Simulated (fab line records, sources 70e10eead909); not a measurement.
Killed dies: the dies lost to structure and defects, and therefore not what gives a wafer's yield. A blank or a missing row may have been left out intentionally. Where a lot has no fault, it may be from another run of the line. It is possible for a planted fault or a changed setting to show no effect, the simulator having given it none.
Which of the tools did it? :: flow nandHarc :: 18 wafers sampled from 6 lots at 1 step of a route of 1302

== WHAT THE GAUGES SHOWED, per wafer ==
NHARC_P_CONTACT_INSPECT_14.
lot: L514
measured: day 7 00:50
on: defectInspect-01
rawDefectCount: 7 5 4

lot: L522
measured: day 10 10:20
on: defectInspect-02
rawDefectCount: 8 4 8

lot: L525
measured: day 11 20:40
on: defectInspect-01
rawDefectCount: 7 5 5

lot: L530
measured: day 13 15:42
on: defectInspect-02
rawDefectCount: 4 3 4

lot: L532
measured: day 14 11:09
on: defectInspect-01
rawDefectCount: 6 2 6

lot: L534
measured: day 15 09:02
on: defectInspect-01
rawDefectCount: 3 5 4

== TOOL THAT RAN EACH LOT (tool first, then ch and the chambers of the sampled wafers, then the start) ==
Before these readings, the record contains no process step.

== THE ANSWER, worked out from the rows above alone ==
Rule: the usual values come from the lots themselves. Put in order of their means at a reading, lots are off if they are a third of the lots or fewer, leave a main group of 4 or more, and stand apart from it by a gap of 3 or more times the standard deviation of the main group's means; of several such gaps the widest counts. Not used: any main group whose means are identical at the precision the tables above print for the reading. Also off: a lot with no number at a reading for which 4 or more lots have one. The other lots that the step has rows for count as sound.
None of the lots is off at any reading shown; this tells nothing.

== WHAT THE SIMULATOR PUT IN ==
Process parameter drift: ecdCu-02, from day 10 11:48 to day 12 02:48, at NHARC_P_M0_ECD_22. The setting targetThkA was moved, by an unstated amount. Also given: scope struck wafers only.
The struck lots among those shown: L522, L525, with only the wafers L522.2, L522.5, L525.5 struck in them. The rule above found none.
